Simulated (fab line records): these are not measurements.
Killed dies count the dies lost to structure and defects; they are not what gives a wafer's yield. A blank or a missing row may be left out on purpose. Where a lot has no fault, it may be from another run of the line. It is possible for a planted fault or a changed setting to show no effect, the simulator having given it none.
Matching of chambers + flow n5Finfet + 4 sister chambers for N5_BEOL_M6_ETCH_61 on rieDiel-03
The step etches SiARC in CF4, target depth 45.5 nm, time 75.8 s. 18 wafers are shown with their chamber, then 9 later ones without.

## WAFERS, EACH WITH ITS CHAMBER
| wafer  | chamber | showerheadPlenumPTorr (Torr) | oesProductAu (a.u.) | etchRfOnTimeS (s) |
|--------|---------|------------------------------|---------------------|-------------------|
| L074.1 | 1       | 2.11                         | 0.57                | 77.4              |
| L074.3 | 2       | 2.13                         | 0.59                | 79.1              |
| L074.5 | 0       | 2.20                         | 0.59                | 77.0              |
| L077.1 | 3       | 2.11                         | 0.60                | 76.5              |
| L077.4 | 3       | 2.11                         | 0.59                | 76.9              |
| L077.6 | 2       | 2.12                         | 0.59                | 78.5              |
| L078.1 | 2       | 2.12                         | 0.59                | 77.1              |
| L078.2 | 0       | 2.20                         | 0.59                | 75.1              |
| L078.3 | 1       | 2.11                         | 0.85                | 75.0              |
| L076.1 | 2       | 2.12                         | 0.59                | 77.5              |
| L076.4 | 1       | 2.11                         | 0.84                | 74.5              |
| L076.5 | 1       | 2.11                         | 0.84                | 74.3              |
| L079.1 | 0       | 2.19                         | 0.58                | 76.2              |
| L079.2 | 1       | 2.11                         | 0.81                | 75.2              |
| L079.3 | 2       | 2.12                         | 0.59                | 77.8              |
| L079.4 | 2       | 2.12                         | 0.59                | 78.6              |
| L079.5 | 1       | 2.11                         | 0.81                | 75.5              |
| L079.6 | 0       | 2.19                         | 0.57                | 76.2              |

SIGNATURES (averages over the wafers above)
| reading               | chamber 0 | chamber 1 | chamber 2 | chamber 3 | scatter within a chamber |
|-----------------------|-----------|-----------|-----------|-----------|--------------------------|
| showerheadPlenumPTorr | 2.1950    | 2.1100    | 2.1217    | 2.1100    | 0.00362                  |
| oesProductAu          | 0.5825    | 0.7867    | 0.5900    | 0.5950    | 0.0644                   |
| etchRfOnTimeS         | 76.125    | 75.317    | 78.100    | 76.700    | 0.885                    |
Rule: a wafer lies at a distance from a chamber equal to the root of the sum of squares, over the readings, of (its reading less the chamber's mean, divided by the reading's scatter). If the next closest chamber is less than 2 further off than the closest, the wafer can't be placed; otherwise it belongs to the closest. The scatter: the root of (the sum of the squares of (reading less its chamber's mean) over the shown wafers, divided by (wafers less chambers)).

## WAFERS WITHOUT THEIR CHAMBER
| wafer  | showerheadPlenumPTorr (Torr) | oesProductAu (a.u.) | etchRfOnTimeS (s) |
|--------|------------------------------|---------------------|-------------------|
| L082.3 | 2.10                         | 0.83                | 75.1              |
| L082.4 | 2.10                         | 0.78                | 75.8              |
| L082.5 | 2.12                         | 0.58                | 79.1              |
| L090.1 | 2.10                         | 0.77                | 74.8              |
| L090.2 | 2.11                         | 0.58                | 77.8              |
| L090.3 | 2.10                         | 0.81                | 73.5              |
| L094.2 | 2.11                         | 0.57                | 77.6              |
| L094.3 | 2.10                         | 0.77                | 75.5              |
| L094.5 | 2.10                         | 0.76                | 75.5              |

## THE CHAMBER EACH PASSED THROUGH
| wafer  | from the rows above     | in truth                   |
|--------|-------------------------|----------------------------|
| L082.3 | 1                       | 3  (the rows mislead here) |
| L082.4 | can't be placed: 1 or 3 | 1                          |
| L082.5 | 2                       | 2                          |
| L090.1 | can't be placed: 1 or 3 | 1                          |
| L090.2 | can't be placed: 3 or 2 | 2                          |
| L090.3 | 1                       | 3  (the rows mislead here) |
| L094.2 | 3                       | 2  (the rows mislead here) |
| L094.3 | can't be placed: 1 or 3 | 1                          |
| L094.5 | can't be placed: 1 or 3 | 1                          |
Placed correctly: 1 of 9. Unplaceable from these rows: 5, with the true chamber sitting among the candidates in 5. Wrongly placed: 3.
